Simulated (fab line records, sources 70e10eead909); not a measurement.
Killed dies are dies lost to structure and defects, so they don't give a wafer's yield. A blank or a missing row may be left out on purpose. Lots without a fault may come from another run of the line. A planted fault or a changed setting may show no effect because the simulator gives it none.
Which tool did it? | flow nand_harc | 14 lots, 42 wafers sampled, at 5 steps of a route of 1302

WHAT THE GAUGES READ, wafer by wafer
NHARC_A_ONON_D2_THK_MEAS_02: measures by ellipsometry. Usual: thk_nm 998 nm, standard deviation 12.
lot  | measured     | on            | thk_nm (nm)    | flag
L320 | day 12 04:40 | film_metro-01 | 999 999 1000   |
L323 | day 13 10:34 | film_metro-01 | 1007 1006 1006 |
L322 | day 13 19:28 | film_metro-01 | 1000 1000 998  |
L327 | day 14 20:55 | film_metro-01 | 995 994 995    |
L326 | day 14 20:50 | film_metro-02 | 1008 1006 1004 |
L332 | day 18 02:52 | film_metro-02 | 1039 1039 1039 | OFF
L335 | day 18 14:10 | film_metro-02 | 1010 1010 1011 |
L334 | day 18 14:29 | film_metro-02 | 1053 1055 1053 | OFF
L337 | day 19 13:41 | film_metro-01 | 1002 1003 1001 |
L340 | day 20 13:29 | film_metro-01 | 999 996 998    |
L339 | day 20 13:31 | film_metro-02 | 984 983 985    |
L341 | day 21 09:59 | film_metro-01 | 996 997 998    |
L342 | day 22 02:55 | film_metro-02 | 1009 1009 1008 |
L343 | day 22 12:50 | film_metro-01 | 992 991 990    |

NHARC_A_ONON_D2_THK_MEAS_14: measures by ellipsometry. Usual: thk_nm 1003 nm, standard deviation 11.
lot  | measured     | on            | thk_nm (nm)    | flag
L320 | day 12 07:09 | film_metro-02 | 1007 1008 1006 |
L323 | day 13 12:50 | film_metro-02 | 1012 1010 1012 |
L322 | day 13 21:44 | film_metro-01 | 1019 1018 1016 |
L327 | day 14 23:11 | film_metro-01 | 1000 1001 999  |
L326 | day 14 23:05 | film_metro-02 | 1014 1013 1013 |
L332 | day 18 05:08 | film_metro-02 | 1013 1012 1012 |
L335 | day 18 16:28 | film_metro-02 | 1013 1014 1015 |
L334 | day 18 16:44 | film_metro-02 | 1010 1009 1009 |
L337 | day 19 15:58 | film_metro-02 | 1005 1005 1004 |
L340 | day 20 15:45 | film_metro-01 | 1005 1005 1006 |
L339 | day 20 15:47 | film_metro-02 | 999 998 1000   |
L341 | day 21 12:14 | film_metro-01 | 1000 1001 1000 |
L342 | day 22 05:11 | film_metro-02 | 1014 1015 1012 |
L343 | day 22 15:07 | film_metro-02 | 1000 1000 1000 |

WHICH TOOL RAN EACH LOT (tool, then ch and the chambers of the sampled wafers, then the start)
lot  | NHARC_A_DECK1_JOINT_CMP_13    | NHARC_A_DECK1_JOINT_DEP_16      | NHARC_A_ONON_D2_DEP_00
L320 | cmp-01 ch 0,1, day 11 04:14   | pecvd-03 ch 0,2, day 12 03:48   | pecvd_onon-03 ch 0, day 12 04:09
L323 | cmp-01 ch 0,2,3, day 12 12:07 | pecvd-03 ch 0,1, day 13 09:44   | pecvd_onon-03 ch 0, day 13 10:04
L322 | cmp-04 ch 0,1,2, day 12 16:33 | pecvd-02 ch 0,1,2, day 13 18:38 | pecvd_onon-04 ch 0, day 13 18:58
L327 | cmp-04 ch 1,3, day 13 17:29   | pecvd-04 ch 1,2, day 14 20:01   | pecvd_onon-03 ch 0, day 14 20:31
L326 | cmp-02 ch 0,3, day 13 17:31   | pecvd-03 ch 0,1,2, day 14 19:58 | pecvd_onon-04 ch 0, day 14 20:26
L332 | cmp-04 ch 0,2,3, day 16 18:38 | pecvd-03 ch 0,2, day 18 01:58   | pecvd_onon-04 ch 0, day 18 02:21
L335 | cmp-01 ch 0,1, day 17 14:32   | pecvd-02 ch 0,2, day 18 13:16   | pecvd_onon-01 ch 0, day 18 13:39
L334 | cmp-02 ch 0,1,2, day 17 14:37 | pecvd-04 ch 0,2, day 18 13:29   | pecvd_onon-04 ch 0, day 18 13:58
L337 | cmp-04 ch 0,1,2, day 18 12:27 | pecvd-02 ch 0,1, day 19 12:49   | pecvd_onon-03 ch 0, day 19 13:10
L340 | cmp-04 ch 1,2,3, day 19 15:01 | pecvd-03 ch 0,1,2, day 20 12:36 | pecvd_onon-03 ch 0, day 20 13:02
L339 | cmp-02 ch 0,1,2, day 19 15:02 | pecvd-02 ch 0,1, day 20 12:37   | pecvd_onon-01 ch 0, day 20 13:04
L341 | cmp-02 ch 0,1,2, day 20 07:35 | pecvd-04 ch 0,1,2, day 21 09:05 | pecvd_onon-03 ch 0, day 21 09:28
L342 | cmp-02 ch 0,1,2, day 21 00:36 | pecvd-03 ch 0,2, day 22 01:56   | pecvd_onon-04 ch 0, day 22 02:24
L343 | cmp-01 ch 0,2,3, day 21 09:35 | pecvd-02 ch 0,2, day 22 11:58   | pecvd_onon-03 ch 0, day 22 12:23
- NHARC_A_DECK1_JOINT_CMP_13: polishes, target thk 51.023 nm.
- NHARC_A_DECK1_JOINT_DEP_16: deposits SiO2, target thk 45 nm.
- NHARC_A_ONON_D2_DEP_00: target thk 1000 nm.

WHAT THE TOOLS THEMSELVES READ (means of the sampled wafers that have a number; where no wafer has one, the mark that the record gives instead)
NHARC_A_DECK1_JOINT_CMP_13. Usual: motor_current_A 12.2 A, standard deviation 1.5; retaining_ring_pressure_frac 1.000, standard deviation 0.0049; time_to_endpoint_s 9.8 s, standard deviation 2.3.
lot  | tool   | motor_current_A (A) | retaining_ring_pressure_frac | time_to_endpoint_s (s) | flag
L320 | cmp-01 | 11.9                | 1.003                        | 12.1                   |
L323 | cmp-01 | 13.4                | 1.003                        | 10.1                   |
L322 | cmp-04 | 12.1                | 1.002                        | 9.2                    |
L327 | cmp-04 | 12.0                | 1.002                        | 12.3                   |
L326 | cmp-02 | 12.2                | 1.002                        | 8.2                    |
L332 | cmp-04 | 11.2                | 1.002                        | 11.0                   |
L335 | cmp-01 | 11.8                | 0.997                        | 10.6                   |
L334 | cmp-02 | 11.3                | 1.003                        | 11.4                   |
L337 | cmp-04 | 12.1                | 1.000                        | 11.5                   |
L340 | cmp-04 | 11.8                | 1.003                        | 10.2                   |
L339 | cmp-02 | 11.4                | 0.999                        | 12.8                   |
L341 | cmp-02 | 11.2                | 1.003                        | 11.1                   |
L342 | cmp-02 | 11.2                | 1.002                        | 10.8                   |
L343 | cmp-01 | 13.1                | 1.003                        | 7.4                    |

NHARC_A_DECK1_JOINT_DEP_16. Usual: chamber_pressure_Torr 6.500 Torr, standard deviation 0.014; heater_power_outer_w 315 W, standard deviation 70; heater_power_w 565 W, standard deviation 110; throttle_valve_pct 16.0 %, standard deviation 0.41.
lot  | tool     | chamber_pressure_Torr (Torr) | heater_power_outer_w (W) | heater_power_w (W) | throttle_valve_pct (%) | flag
L320 | pecvd-03 | 6.501                        | 264                      | 500                | 15.7                   |
L323 | pecvd-03 | 6.496                        | 272                      | 510                | 15.8                   |
L322 | pecvd-02 | 6.490                        | 305                      | 557                | 16.3                   |
L327 | pecvd-04 | 6.501                        | 287                      | 517                | 16.0                   |
L326 | pecvd-03 | 6.502                        | 307                      | 548                | 16.0                   |
L332 | pecvd-03 | 6.499                        | 280                      | 538                | 16.1                   |
L335 | pecvd-02 | 6.498                        | 271                      | 495                | 15.8                   |
L334 | pecvd-04 | 6.493                        | 301                      | 501                | 16.4                   |
L337 | pecvd-02 | 6.510                        | 308                      | 587                | 16.1                   |
L340 | pecvd-03 | 6.504                        | 331                      | 591                | 16.3                   |
L339 | pecvd-02 | 6.501                        | 271                      | 526                | 16.2                   |
L341 | pecvd-04 | 6.501                        | 363                      | 643                | 16.3                   |
L342 | pecvd-03 | 6.497                        | 269                      | 525                | 16.1                   |
L343 | pecvd-02 | 6.501                        | 307                      | 573                | 16.3                   |

THE ANSWER, worked out from the rows above alone
Rule: a lot is off if the mean of its wafers that have a number lies more than 3 standard deviations from the usual mean. A lot without any number at a reading at which 4 lots or more have one is off too. The other lots that the step has rows for count as sound. The gauges are gone through in route order, then the tools' own readings, and for those a lot's mean is taken as printed above. The first step at which some lot is off is used, and at that step the reading that is off furthest; a lot without a number counts as furthest.
Off: L332, L334, at NHARC_A_ONON_D2_THK_MEAS_02 (thk_nm).
A tool fits if, at a process step before that reading, it ran every lot that is off, and no sound lot after the first of them. The gauges at NHARC_A_ONON_D2_THK_MEAS_02 are tried like those tools. None of those tried fits.

WHAT THE SIMULATOR HAD PUT IN
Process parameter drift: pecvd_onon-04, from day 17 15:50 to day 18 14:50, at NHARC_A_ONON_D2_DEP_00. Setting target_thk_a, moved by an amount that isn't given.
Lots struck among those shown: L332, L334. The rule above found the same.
